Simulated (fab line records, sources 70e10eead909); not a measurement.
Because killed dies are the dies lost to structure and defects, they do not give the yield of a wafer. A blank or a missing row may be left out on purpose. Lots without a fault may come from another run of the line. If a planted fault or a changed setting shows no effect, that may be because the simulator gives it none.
Matching of chambers | flow nand-harc | 3 sister chambers for NHARC_P_M0_DEP_32 on pecvd-03
The step deposits SiCN, target thk 30 nm. 3 wafers are shown with their chamber, then 12 later ones without.

== WAFERS, EACH WITH ITS CHAMBER ==
wafer  | chamber | heater-power-outer-w (W)
L088.1 | 2       | 372
L088.4 | 0       | 270
L088.6 | 1       | 379

== WAFERS WITH NO CHAMBER GIVEN ==
wafer  | heater-power-outer-w (W)
L093.1 | 327
L093.2 | 261
L093.6 | 267
L092.1 | 382
L092.3 | 381
L092.6 | 379
L095.2 | 348
L095.3 | 382
L095.6 | 347
L094.1 | 330
L094.4 | 217
L094.5 | 330

== WHICH CHAMBER EACH ONE RAN IN ==
wafer  | from the rows above          | in truth
L093.1 | can't be placed: 2 or 1 or 0 | 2
L093.2 | 0                            | 0
L093.6 | 0                            | 0
L092.1 | can't be placed: 1 or 2      | 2
L092.3 | can't be placed: 1 or 2      | 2
L092.6 | can't be placed: 1 or 2      | 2
L095.2 | can't be placed: 2 or 1 or 0 | 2
L095.3 | can't be placed: 1 or 2      | 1
L095.6 | can't be placed: 2 or 1 or 0 | 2
L094.1 | can't be placed: 2 or 1 or 0 | 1
L094.4 | 0                            | 0
L094.5 | can't be placed: 2 or 1 or 0 | 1
Correct placement for 3 of the 12. Cannot be placed on the basis of these rows: 9; the candidates contain the true chamber in 9. Number placed wrongly: 0.
How it was worked out, from the rows above alone: a wafer's distance from a chamber is the root of the sum, over the readings, of the square of ((its reading less the chamber's mean) divided by the reading's scatter). If the next closest chamber is less than 2 further off than the closest, the wafer can't be placed; otherwise it belongs to the closest. For every chamber, the mean is computed from those of its wafers that are shown. The scatter (one wafer shown for each chamber): square how far every hidden wafer sits from the nearest shown wafer, average those squares and take the square root.
